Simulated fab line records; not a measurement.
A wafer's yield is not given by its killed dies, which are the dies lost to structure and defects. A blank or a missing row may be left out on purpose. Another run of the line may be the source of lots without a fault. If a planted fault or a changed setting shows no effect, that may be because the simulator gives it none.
Which of the tools did it? | flow nand harc | 36 wafers from 12 lots sampled at 2 of the route's 1159 steps

## WHAT THE GAUGES SHOWED, per wafer
NHARC_A_M0_THK_MEAS_24: measures by xrf.
lot  | measured     | on            | thk nm (nm)
L078 | day 23 07:03 | film metro-02 | 113.5 113.9 111.4
L076 | day 23 10:53 | film metro-02 | 114.3 110.8 112.5
L082 | day 23 12:41 | film metro-02 | 112.8 112.7 113.4
L079 | day 23 23:28 | film metro-01 | 113.8 114.3 114.3
L084 | day 24 00:21 | film metro-02 | 115.2 114.7 116.0
L087 | day 24 05:58 | film metro-01 | 114.4 115.5 114.1
L085 | day 25 05:56 | film metro-01 | 113.9 114.2 115.9
L093 | day 25 07:43 | film metro-01 | 114.5 114.2 114.0
L092 | day 25 08:08 | film metro-02 | 114.9 115.2 116.3
L094 | day 25 14:08 | film metro-02 | 115.1 111.4 115.6
L086 | day 26 04:18 | film metro-01 | 112.7 114.5 113.8
L096 | day 26 16:03 | film metro-02 | 114.2 115.5 114.2

## WHICH TOOL RAN EACH LOT (tool, then ch and the chambers of the sampled wafers, then the start)
lot  | NHARC_A_M0_PRE_CLEAN_29
L078 | pvd sputter-03, day 23 07:03 or earlier
L076 | pvd sputter-01, day 23 10:53 or earlier
L082 | pvd sputter-01, day 23 12:41 or earlier
L079 | pvd sputter-02, day 23 23:28 or earlier
L084 | pvd sputter-01, day 24 00:21 or earlier
L087 | pvd sputter-01, day 24 05:58 or earlier
L085 | pvd sputter-01, day 25 05:56 or earlier
L093 | pvd sputter-02, day 25 07:43 or earlier
L092 | pvd sputter-01, day 25 08:08 or earlier
L094 | pvd sputter-03, day 25 14:08 or earlier
L086 | pvd sputter-01, day 26 04:18 or earlier
L096 | pvd sputter-01, day 26 16:03 or earlier
- NHARC_A_M0_PRE_CLEAN_29: time 30 s.

## THE ANSWER, worked out from the rows above alone
Rule: usual is defined by the lots themselves. Put in order of their means at a reading, lots are off if they are a third of the lots or fewer, leave a main group of 4 or more, and stand apart from it by a gap of 3 or more times the standard deviation of the main group's means; of several such gaps the widest counts. If all means in a main group match to the digits the tables above print for the reading, that group is not used. A lot without any number at a reading at which 4 lots or more have one is off too. The other lots that the step has rows for count as sound.
Nothing can be told from this: no lot is off at any reading shown.

## WHAT THE SIMULATOR HAD PUT IN
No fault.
